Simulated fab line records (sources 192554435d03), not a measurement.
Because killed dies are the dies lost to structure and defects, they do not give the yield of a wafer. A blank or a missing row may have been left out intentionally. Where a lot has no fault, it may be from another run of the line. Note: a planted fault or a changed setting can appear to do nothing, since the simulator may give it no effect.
3 desks looking at one fault | flow n5-finfet | numbers are kept per desk, each desk with only its own; the story behind them comes last
Where a reading is given only as a bound, like >300, the bound stands for it, and a mean or a difference that rests on one is marked > or <: the true number lies beyond.

== THE DEFECT DESK ==
Lot by lot, what the route's inspections counted, given as the mean of those sampled wafers with a number. Any lot whose mean is over 4 standard deviations away from the usual mean is out of limits and marked OUT; that distance is given in the brackets.
Columns: A = raw-defect-count at N5_BEOL_M14_INSPECT_12, usual 2.1
lot  | first seen here | A
L674 | day 12 01:41    | 3.0
L675 | day 12 09:06    | 3.7
L678 | day 13 14:50    | 2.3
L679 | day 13 15:19    | 0.7
L680 | day 13 18:06    | 2.0
L682 | day 14 01:41    | 2.3
L683 | day 14 05:50    | 2.7
L686 | day 15 19:27    | 2.3
L688 | day 16 12:42    | >200 (+99 or more) OUT
L695 | day 17 23:31    | 1.7
This desk finds L688 out of limits, L688 being first, at day 16 12:42 (raw-defect-count at N5_BEOL_M14_INSPECT_12). Within limits: L674, L675, L678, L679, L680, L682, L683, L686, L695.

== AT THE METROLOGY DESK ==
Lot by lot, what the gauges showed, no matter which tool ran the lot: averages of those sampled wafers that carry a number. Any lot whose mean is over 4 standard deviations away from the usual mean is out of limits and marked OUT; that distance is given in the brackets.
Columns: A = M14_ILD_THK at N5_BEOL_M14_THK_MEAS_01, usual 1112 nm
lot  | first seen here | A
L674 | day 12 01:19    | 1116
L675 | day 12 08:44    | 1125
L678 | day 13 14:22    | 1121
L679 | day 13 14:57    | 1086
L680 | day 13 17:37    | 1093
L682 | day 14 01:19    | 1080
L683 | day 14 05:20    | 1102
L686 | day 15 19:05    | 1128
L688 | day 16 12:13    | 1113
L695 | day 17 23:01    | 1097
Finding of this desk: none of the 10 lots has anything out of limits.

== THE TOOL OWNER'S DESK: pecvd-04 ==
The tool's own readings at N5_BEOL_M14_ILD_DEP_00 (deposits SiO2 from TEOS/O2, target thk 1119.3 nm, time 237.4 s): means of the sampled wafers that have a number, for each lot that ran on this tool. Any lot whose mean is over 4 standard deviations away from the usual mean is out of limits and marked OUT; that distance is given in the brackets.
Columns: A = heater-power-w at N5_BEOL_M14_ILD_DEP_00, usual 559 W; B = showerhead-plenum-p-Torr at N5_BEOL_M14_ILD_DEP_00, usual 8.35 Torr; C = showerhead-vpp-V at N5_BEOL_M14_ILD_DEP_00, usual 1855 V; D = throttle-valve-pct at N5_BEOL_M14_ILD_DEP_00, usual 19.0 %
lot  | first seen here | A   | B    | C    | D
L679 | day 13 14:46    | 546 | 8.34 | 1843 | 19.2
L680 | day 13 17:25    | 546 | 8.33 | 1852 | 19.1
L682 | day 14 01:08    | 565 | 8.35 | 1851 | 18.9
L688 | day 16 12:02    | 548 | 8.40 | 1937 | 21.0
Finding of this desk: none of the 4 lots has anything out of limits.

== TAKEN TOGETHER ==
The defect desk could have raised an alarm at day 16 12:42, on L688.
Nothing out of limits was seen by the metrology desk.
The tool owner's desk saw nothing out of limits.
The metrology desk holds a record of L688, inside its limits.
On record at the tool owner's desk: L688, within its limits.
All the named lots went through N5_BEOL_M14_ILD_DEP_00 on pecvd-04.

== WHAT HAD BEEN PUT IN BY THE SIMULATOR ==
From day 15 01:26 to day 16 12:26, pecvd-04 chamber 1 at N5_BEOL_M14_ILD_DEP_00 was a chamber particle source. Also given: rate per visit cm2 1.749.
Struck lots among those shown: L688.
Hours from the fault's start to each desk's first reading out of limits: the defect desk, 35.
